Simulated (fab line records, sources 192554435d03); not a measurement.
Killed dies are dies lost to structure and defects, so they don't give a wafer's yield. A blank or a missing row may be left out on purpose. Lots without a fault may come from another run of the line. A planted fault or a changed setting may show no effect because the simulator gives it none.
fab line records | flow n5_finfet
record lots=5 wafers=15 last_day=16
route steps=1938 shown BEOL_M1@785 PASSIVATION@1936
lots that met no fault: from a run of the same line without faults
start_h: hours from the record's first day to the start of the lot's first wafer shown | wait_h: hours since the lot's step before | " the same as in the row above | L1.1+2: a row that stands for several wafers | - no value, or no start given | * or withheld: withheld | < > ~ a bound
route shown NAME@n: a module of which the file shows steps, and the number in the route of the first | usual: mean/standard deviation of fault-free wafers | same: alike in all rows | chamber/n: place in a boat | sites: the reading at each site | _std_site: their standard deviation | _edge_site: outer sites' mean less inner sites' | radius_mm: how far each site lies from the wafer's centre | mask NAME#n: copy n | behind: the tool/chamber that last shaped the wafer | hold: why the lot was held/for how many hours/how that ended | device: the transistor (n, p or np) that didn't switch | end of line: the same wafers' tests at the end of the route | a step without rows: its recipe alone | killed: dies lost to structure and defects at the first sort, not the wafer's yield | map: a wafer's dies, x killed, . not, _ none there
set.NAME: the setting as run; set.NAME@STEP: as run at that earlier step | model.NAME: the simulator's own value behind a step, which no gauge read
lots at some steps of the route; a table a step, a row a wafer
services: from which hour (start_h, from the record's first day; less than 0 if before it) a tool's chamber was out of use, for how many hours, and why
## steps
# step N5_BEOL_M1_DEVELOP_27
# recipe develop_time_s=30 developer=TMAH resist=CAR-EUV rinse_liquid=surfactant_rinse dry=air_spin dev_temp_c=23
# step N5_BEOL_M1_DESCUM_33
# recipe chemistry=O2 time_s=7 source_power_w=50 bias_power_w=20 pressure_mtorr=20 rf_frequency_hz=2.712e+07 temp_c=40 resist=CAR-EUV o2_flow_sccm=225
# step N5_BEOL_M1_ETCH_77
# recipe chemistry=N2/H2 target=underlayer target_depth_a=65 mask_material=CAR-EUV time_s=5.2 ion_energy_ev=200 pressure_mtorr=30 source_w=840 bias_w=150 n2_flow_sccm=200 h2_flow_sccm=200 ends=cleared
# step N5_BEOL_M1_ETCH_69
# recipe chemistry=CF4 target=SiARC target_depth_a=156 mask_material=CAR-EUV time_s=26 ion_energy_ev=80 pressure_mtorr=40 source_w=545 bias_w=36 Ar_flow_sccm=100 cf4_flow_sccm=100 ends=cleared
# step N5_BEOL_M1_ALD_98
# recipe material=SiO2 target_thk_a=25 temp_c=100 ald_precursor_family=BDEAS ald_co_reactant=O2-plasma pulse_time_s=1 co_reactant_pulse_time_s=1 purge_time_s=2 co_reactant_purge_time_s=2 ald_cycles=17 pressure_torr=2
# step N5_BEOL_M1_ETCHBACK_99
# recipe chemistry=CHF3 target=SiO2 target_depth_a=50 time_s=10.4 source_w=215 bias_w=47 Ar_flow_sccm=200 CHF3_flow_sccm=12 ion_energy_ev=100 pressure_mtorr=30
# step N5_BEOL_M1_ETCH_70
# recipe chemistry=N2/H2 target=SOC target_depth_a=800 overetch_a=160 mask_material=SiARC temp_c=40 time_s=120 ion_energy_ev=200 pressure_mtorr=30 source_w=840 bias_w=150 n2_flow_sccm=200 h2_flow_sccm=200
# step N5_BEOL_M1_STRIP_71
# recipe chemistry=N2/H2 temp_c=40 n2_flow_sccm=200 h2_flow_sccm=200 rf_frequency_hz=6e+07
# step N5_BEOL_M1_STRIP_78
# recipe chemistry=N2/H2 temp_c=40 n2_flow_sccm=200 h2_flow_sccm=200 rf_frequency_hz=6e+07
# step N5_BEOL_M1_VIA_ETCH_34
# recipe chemistry=C4F6/O2 target_depth_a=678 mask_material=SOC pressure_mtorr=15 ion_energy_ev=250 taper_deg=4 time_s=64.4 source_w=350 bias_w=170 Ar_flow_sccm=300 C4F6_flow_sccm=10 O2_flow_sccm=10
# usual drypump_motor_current_A=5.74/0.3 oes_product_au=0.78/0.059 rf_vpp_V=673/19 showerhead_plenum_p_Torr=2.87/0.1 throttle_valve_pct=30.9/0.37
# columns lot.wafer tool chamber start_h wait_h drypump_motor_current_A oes_product_au rf_hours_counter_h rf_vpp_V showerhead_plenum_p_Torr throttle_valve_pct
L983.1 rie_diel-01 3 168.31 0.0 5.66 0.76 135 651 2.74 31.0
L983.3 " 1 " " 5.92 0.73 190 676 2.73 31.0
L983.4 " 0 " " 5.82 0.84 47 698 2.90 30.4
L987.1 rie_diel-01 3 189.52 0.0 5.70 0.75 142 651 2.74 31.0
L987.2 " 1 " " 5.93 0.73 195 677 2.73 31.0
L987.3 " 0 " " 5.77 0.83 53 697 2.90 30.4
L986.1 rie_diel-04 1 195.71 0.0 5.66 0.87 64 676 2.77 30.5
L986.5 " 1 " " 5.66 0.87 - 676 2.77 30.4
L986.6 " 2 " " 6.06 0.69 - 654 2.69 30.5
L989.1 rie_diel-01 0 203.59 0.0 5.76 0.83 57 699 2.90 30.4
L989.4 " 3 " " 5.72 0.75 147 652 2.73 31.0
L989.5 " 0 " " 5.76 0.83 - 699 2.90 30.4
L992.1 rie_diel-01 1 220.40 0.0 5.92 0.73 203 676 2.72 31.1
L992.2 " 0 " " 5.81 0.83 62 697 2.90 30.4
L992.5 " 0 " " 5.80 0.83 - 698 2.90 30.4
# step N5_BEOL_M1_STRIP_83
# recipe chemistry=C4F6/O2 resist=SiARC rf_frequency_hz=6e+07
# step N5_BEOL_M1_STRIP_36
# recipe chemistry=N2/H2 power_w=450 temp_c=40 pressure_mtorr=20 rf_frequency_hz=6e+07 overash_fraction=0.3 bias_power_w=7 h2_frac=0.5 n2_flow_sccm=200 h2_flow_sccm=200
# step N5_BEOL_M1_TRENCH_ETCH_37
# recipe chemistry=C4F6/O2 target_depth_a=552.07 target=SiOC time_s=29 ion_energy_ev=250 pressure_mtorr=30 source_w=355 bias_w=185 Ar_flow_sccm=300 C4F6_flow_sccm=10 O2_flow_sccm=10
# step N5_BEOL_M1_ETCH_41
# recipe chemistry=CH3F/O2 target=SiCN target_depth_a=319 taper_deg=2 time_s=57.8 ion_energy_ev=120 mask_material=TiN pressure_mtorr=30 source_w=395 bias_w=75 Ar_flow_sccm=150 CH3F_flow_sccm=30 O2_flow_sccm=20
# step N5_BEOL_M1_STRIP_97
# recipe chemistry=N2/H2 time_s=10 power_w=450 temp_c=40 pressure_mtorr=20 rf_frequency_hz=6e+07 bias_power_w=7 n2_flow_sccm=200 h2_flow_sccm=200
# step N5_BEOL_M1_HM_STRIP_39
# recipe chemistry=peroxide_tin_strip material=TiN target_depth_a=250 temp_c=50 time_s=158
# step N5_BEOL_M1_SRD_40
# recipe time_s=30 temp_c=23 rinse_liquid=diw dry=ipa_marangoni
# step N5_BEOL_M1_PRECLEAN_42
# recipe chemistry=residue_remover time_s=60 temp_c=40
# step N5_BEOL_M1_SRD_43
# recipe time_s=30 temp_c=23 rinse_liquid=diw dry=ipa_marangoni
# step N5_BEOL_M1_DEGAS_44
# recipe ambient=vacuum temp_c=250 time_s=60
# step N5_BEOL_M1_PRE_CLEAN_45
# recipe gas=H2/He time_s=30 temp_c=250
# step N5_BEOL_M1_ALD_84
# recipe material=TaN target_thk_a=* temp_c=275 ald_precursor_family=PDMAT ald_co_reactant=NH3 pressure_torr=3 carrier_flow_sccm=1500 pulse_time_s=2 purge_time_s=3 co_reactant_purge_time_s=2 co_reactant_pulse_time_s=3 ald_cycles=30 precursor_vessel_temp_c=75 precursor_vessel_pressure_torr=26.25 precursor_vessel_carrier_sccm=1000
# step N5_BEOL_M1_SURFACE_TREAT_85
# recipe gas=Ar time_s=* ion_energy_ev=* ion_current_ma_cm2=0.5 pressure_mtorr=* ar_flow_sccm=30
# step N5_BEOL_M1_CVD_47
# recipe material=Co target_thk_a=30 temp_c=withheld precursor=CCTBA/H2 pressure_torr=30 time_s=223.8
# step N5_BEOL_M1_SPUTTER_48
# recipe material=Cu target_thk_a=45 temp_c=-20 chamber_pressure_pa=0.07 power_w=withheld time_s=8.29
# step N5_BEOL_M1_ANNEAL_49
# recipe temp_c=400 time_s=240 ambient=vacuum
# step N5_BEOL_M1_SPUTTER_79
# recipe material=Cu target_thk_a=45 temp_c=-20 chamber_pressure_pa=0.07 power_w=withheld time_s=8.29
# step N5_BEOL_M1_ANNEAL_80
# recipe temp_c=400 time_s=240 ambient=vacuum
# step N5_BEOL_M1_SPUTTER_81
# recipe material=Cu target_thk_a=45 temp_c=-20 chamber_pressure_pa=0.07 power_w=withheld time_s=8.29
# step N5_BEOL_M1_ANNEAL_82
# recipe temp_c=400 time_s=240 ambient=vacuum
# step N5_BEOL_M1_SPUTTER_86
# recipe material=Cu target_thk_a=45 temp_c=-20 chamber_pressure_pa=0.07 power_w=withheld time_s=8.29
# step N5_BEOL_M1_ANNEAL_87
# recipe temp_c=400 time_s=240 ambient=vacuum
# step N5_BEOL_M1_SPUTTER_88
# recipe material=Cu target_thk_a=45 temp_c=-20 chamber_pressure_pa=0.07 power_w=withheld time_s=8.29
# step N5_BEOL_M1_ANNEAL_89
# recipe temp_c=400 time_s=240 ambient=vacuum
# step N5_BEOL_M1_SPUTTER_90
# recipe material=Cu target_thk_a=45 temp_c=-20 chamber_pressure_pa=0.07 power_w=withheld time_s=8.29
# step N5_BEOL_M1_ANNEAL_91
# recipe temp_c=400 time_s=240 ambient=vacuum
# step N5_BEOL_M1_SPUTTER_92
# recipe material=Cu target_thk_a=45 temp_c=-20 chamber_pressure_pa=0.07 power_w=withheld time_s=8.29
# step N5_PASSIVATION_PROBE_49
# usual defect_limited_yield=91.6/1.4 killed_at_M0_to_M3=32/9.5 killed_at_M4_up=13/6 killed_at_contacts=12/5.6 killed_at_front_end=39/11 killed_at_other=2.8/2.3 killed_dies=99/16 killed_on_rim=12/3.4 killed_open=65/12 killed_short=32/7.6 sort_bin_4_leakage=0.1/0.88 sort_bin_5_function=4.8/0.88 sort_bin_6_memory=3.2/0.65 sort_n_pass=1077/29 sort_yield_pct=91.2/2.5
# same gross_dies=1180 killed_at_back_side=0 sort_bin_8_speed[%]=0
# columns lot.wafer tool chamber start_h wait_h defect_limited_yield[%] killed_at_M0_to_M3 killed_at_M4_up killed_at_contacts killed_at_front_end killed_at_other killed_dies killed_on_rim killed_open killed_short sort_bin_4_leakage[%] sort_bin_5_function[%] sort_bin_6_memory[%] sort_n_pass sort_yield_pct[%]
L983.1 prober-01 - 320.60 0.0 91.5 41 2 13 40 4 100 18 60 38 0 5.2 3.1 1080 91.5
L983.3 prober-01 - 320.70 0.1 93.6 20 10 9 31 6 76 13 47 23 0 3.6 2.1 1104 93.6
L983.4 prober-01 - 320.75 0.2 94.1 28 8 10 19 5 70 12 41 28 0 3.8 1.9 1110 94.1
L987.1 prober-02 - 337.27 0.0 83.3 127 19 5 43 3 197 20 56 31 0.3 10.5 4.1 979 83.0
L987.2 prober-02 - 337.32 0.1 83.5 118 18 12 45 2 195 20 81 35 0 10.4 4.1 985 83.5
L987.3 prober-02 - 337.37 0.1 84.9 132 10 7 27 2 178 24 43 44 0.5 9.2 4.0 996 84.4
L986.1 prober-02 - 343.49 0.0 89.7 39 8 10 61 3 121 15 88 33 0 5.5 4.6 1059 89.7
L986.5 prober-02 - 343.69 0.2 91.6 29 10 2 55 3 99 11 70 29 0 5.2 3.0 1081 91.6
L986.6 prober-02 - 343.74 0.3 92.0 30 8 3 49 4 94 10 66 28 0 4.4 3.4 1086 92.0
L989.1 prober-02 - 359.60 0.0 85.4 107 8 10 41 6 172 29 51 26 0.1 8.3 3.7 1007 85.3
L989.4 prober-02 - 359.75 0.2 82.5 133 21 15 34 4 207 22 69 30 0 11.2 4.6 973 82.5
L989.5 prober-02 - 359.80 0.2 83.3 116 18 14 44 5 197 27 81 28 0 9.8 5.4 983 83.3
L992.1 prober-01 - 375.72 0.7 86.4 93 14 10 41 3 161 30 57 30 0 7.2 5.3 1019 86.4
L992.2 prober-01 - 375.77 0.8 83.9 118 26 17 25 4 190 27 67 34 0.1 10.8 3.8 989 83.8
L992.5 prober-01 - 375.92 0.9 85.3 102 16 15 41 0 174 27 64 17 0 8.6 3.9 1006 85.3
# killed by level:class
L983.1 FIN_SAQP:geometric_particle:open=16 MOL_CONTACT_COAG:geometric_particle:open=11 BEOL_M0_SAQP:geometric_particle:short=11 BEOL_M0_SAQP:geometric_particle:open=8 BEOL_M3:geometric_particle:short=6 BEOL_M1:geometric_particle:open=5 FIN_SAQP:geometric_particle:short=4 SPACER0:geometric_particle:open=4
L983.3 MOL_CONTACT_COAG:geometric_particle:open=8 BEOL_M4:geometric_particle:open=6 FIN_SAQP:geometric_particle:short=5 BEOL_M0_SAQP:geometric_particle:open=5 BEOL_M3:geometric_particle:open=5 HKMG_FIN:area_etch=5 DUMMY_GATE:geometric_particle:open=4 BEOL_M1:geometric_particle:open=4
L983.4 BEOL_M0_SAQP:geometric_particle:short=7 MOL_CONTACT_COAG:geometric_particle:open=6 FIN_SAQP:geometric_particle:open=5 BEOL_M2:geometric_particle:open=5 STARTING-WAFER:geometric_particle:short=5 MOL_CONTACT_COAG:geometric_particle:short=4 BEOL_M0_SAQP:geometric_particle:open=4 BEOL_M3:geometric_particle:open=4
L987.1 BEOL_M1:unspecified=97 HKMG_FIN:area_etch=11 BEOL_M4:geometric_particle:open=9 BEOL_M0_SAQP:geometric_particle:short=8 BEOL_M0_SAQP:geometric_particle:open=7 FIN_SAQP:geometric_particle:open=6 FIN_SAQP:geometric_particle:short=4 GATE_CUT:geometric_particle:open=4
L987.2 BEOL_M1:unspecified=75 FIN_SAQP:geometric_particle:open=12 BEOL_M0_SAQP:geometric_particle:open=11 BEOL_M4:geometric_particle:open=11 BEOL_M0_SAQP:geometric_particle:short=10 MOL_CONTACT_COAG:geometric_particle:open=9 BEOL_M2:geometric_particle:open=8 GATE_CUT:geometric_particle:short=6
L987.3 BEOL_M1:unspecified=91 BEOL_M0_SAQP:geometric_particle:short=13 BEOL_M0_SAQP:geometric_particle:open=12 GATE_CUT:geometric_particle:short=8 BEOL_M2:geometric_particle:open=7 BEOL_M4:geometric_particle:open=7 MOL_CONTACT_COAG:geometric_particle:open=6 FIN_SAQP:geometric_particle:short=5
L986.1 STI_FIN_REVEAL:geometric_particle:open=23 FIN_SAQP:geometric_particle:open=16 BEOL_M2:geometric_particle:open=10 BEOL_M1:geometric_particle:open=9 MOL_CONTACT_COAG:geometric_particle:open=8 BEOL_M0_SAQP:geometric_particle:short=8 FIN_SAQP:geometric_particle:short=6 STI_FIN_REVEAL:geometric_particle:short=5
L986.5 FIN_SAQP:geometric_particle:open=17 STI_FIN_REVEAL:geometric_particle:open=13 BEOL_M1:geometric_particle:open=13 FIN_SAQP:geometric_particle:short=7 BEOL_M4:geometric_particle:open=6 BEOL_M0_SAQP:geometric_particle:short=4 BEOL_M3:geometric_particle:open=4 STI_FIN_REVEAL:geometric_particle:short=3
L986.6 FIN_SAQP:geometric_particle:open=15 DUMMY_GATE:geometric_particle:open=9 BEOL_M1:geometric_particle:open=8 BEOL_M2:geometric_particle:open=8 FIN_SAQP:geometric_particle:short=5 STI_FIN_REVEAL:geometric_particle:open=5 BEOL_M0_SAQP:geometric_particle:open=5 ILD0:geometric_particle:short=4
L989.1 BEOL_M1:unspecified=85 MOL_CONTACT_COAG:geometric_particle:open=9 FIN_SAQP:geometric_particle:short=7 HKMG_FIN:area_etch=7 FIN_SAQP:geometric_particle:open=5 BEOL_M2:geometric_particle:open=5 BEOL_M3:geometric_particle:open=5 STI_FIN_REVEAL:geometric_particle:short=4
L989.4 BEOL_M1:unspecified=104 MOL_CONTACT_COAG:geometric_particle:open=11 BEOL_M4:geometric_particle:open=10 BEOL_M2:geometric_particle:open=8 STI_FIN_REVEAL:geometric_particle:open=7 DUMMY_GATE:geometric_particle:open=7 BEOL_M0_SAQP:geometric_particle:short=6 FIN_SAQP:geometric_particle:short=5
L989.5 BEOL_M1:unspecified=87 STI_FIN_REVEAL:geometric_particle:open=15 MOL_CONTACT_COAG:geometric_particle:open=14 BEOL_M5:geometric_particle:open=9 BEOL_M2:geometric_particle:open=6 GATE_CUT:geometric_particle:short=5 BEOL_M0_SAQP:geometric_particle:open=5 BEOL_M1:geometric_particle:open=5
L992.1 BEOL_M1:unspecified=74 STI_FIN_REVEAL:geometric_particle:open=10 BEOL_M4:geometric_particle:open=9 FIN_SAQP:geometric_particle:open=8 MOL_CONTACT_COAG:geometric_particle:open=6 BEOL_M0_SAQP:geometric_particle:open=6 FIN_SAQP:geometric_particle:short=5 DUMMY_GATE:geometric_particle:open=5
L992.2 BEOL_M1:unspecified=89 BEOL_M4:geometric_particle:open=15 MOL_CONTACT_COAG:geometric_particle:open=14 BEOL_M0_SAQP:geometric_particle:open=10 BEOL_M0_SAQP:geometric_particle:short=10 FIN_SAQP:geometric_particle:short=8 FIN_SAQP:geometric_particle:open=7 DUMMY_GATE:geometric_particle:open=4
L992.5 BEOL_M1:unspecified=83 MOL_CONTACT_COAG:geometric_particle:open=15 STI_FIN_REVEAL:geometric_particle:open=10 HKMG_FIN:area_etch=10 BEOL_M4:geometric_particle:open=8 BEOL_M0_SAQP:geometric_particle:open=5 DUMMY_GATE:geometric_particle:short=4 GATE_CUT:geometric_particle:open=4
# map L987.1 (x killed, . not)
_________________..xxx..xx...________________
______________x..xxxxxx.xx......_____________
___________..x..xxxxxxxxx.x........__________
__________.....xxxxxxxxx.x.........._________
________.......xxxxxxxxxxxxx.........._______
_______...x..xxxxxxxxxxxx..............______
______x.......xxxxxxxxxxxxxx.......x...._____
_____.....x.x.xxxxxxxxxxx.x..............____
____.......x.x.xxx..xxxxx.................___
___...x............xx.xxx..x............x.x__
___.x..............x...x...................__
__..............xx....x..x......x..........._
__..........x.......x...............x......x_
_.....................x.x.....x..........x...
_..........x...........x........x..x.......xx
_..........................................x.
_......................................x.....
_.x..x..x..x..xxx..............x.............
_x.................x................x.....x..
_...........x....xx..x...........x...........
_..x.........................................
__......x....x........x...x..x..x..........._
__...........xx.....x......................._
___...............x..........x...xx......x.__
___.....x..x..x..x.x...x.x.................__
____.x.....x..x....x....x.....x.......x...___
_____...............xxxx................x____
______........................x..x......_____
_______..........x.....................______
________...........x.......x.........._______
__________......................x..._________
___________........................__________
______________.x.x........x....._____________
_________________...xxx......________________
# map L989.4 (x killed, . not)
_________________.x.xxxxx....________________
______________....xxxxxxxx...x.._____________
___________x..xxx.xxxxxx.x.xx......__________
__________....xxxxxxxxxxx.x..x..x..._________
________.x..xxxx.xxxxxxxxx.xx......x.._______
_______...xx..xxxxxxxxxxxx.......x.....______
______x......xx.xxxxxxxxx..x...........x_____
_____.....xx..xxxxxxxxxxxx...............____
____.............xxxxxxxxx.x..x...x.x..x..___
___...........x.xxxxxxxxx..............x...__
___....x....x...xxx.x.....x.............x..__
__.x..x.........x..........................._
__x.........x.......x...........x......x...._
_......x.....................................
_........x........x..x.x.xx..................
_..................x......x..........x...x...
_....................................x.......
_..x.................................x......x
_.x....x......x...................x..........
_.......x.......................x.x..........
_x...................x.......................
__x..........x.......x..........x...x......._
__.........x............x............xx....._
___............x........x.............x....__
___..............x.................x.......__
____......x..x..x..x......................___
_____.....x.........x..........x.x...x...____
______.....x...............xx........x.._____
_______x...............x..x.........x..______
________...x..x.................x....._______
__________.....x.......x............_________
___________........................__________
______________......x..........._____________
_________________xx.x........________________
## services
# columns tool chamber start_h hours kind
rie_diel-04 - 146.76 2.8 pm
rie_diel-04 2 163.49 3.9 repair
rie_diel-01 - 207.15 2.3 repair
## key
first_sign step=N5_PASSIVATION_PROBE_49 reading=killed_at_M0_to_M3 direction=up sigmas=8.9 usual=32 struck=116
effect step=N5_PASSIVATION_PROBE_49 reading=killed_dies direction=up sigmas=5.3 usual=99 struck=186
more_kills_born_at N5_BEOL_M1_VIA_ETCH_34@rie_diel-01=785
met_at N5_BEOL_M1_VIA_ETCH_34
struck_wafers L987.1,L987.2,L987.3,L989.1,L989.4,L989.5,L992.1,L992.2,L992.5
baseline_loss step=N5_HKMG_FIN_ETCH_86 wafers=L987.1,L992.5
onset_between 168.31 189.52
fault kind=chamber_particle_source tool=rie_diel-01 chamber=- onset_h=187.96 steps=N5_BEOL_M1_VIA_ETCH_34 rate_per_visit_cm2=0.56833 end_h=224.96
# baseline_loss: these wafers lose ten dies or more at that step, a loss of the line's own and not of a fault; the sort's usual values leave them out
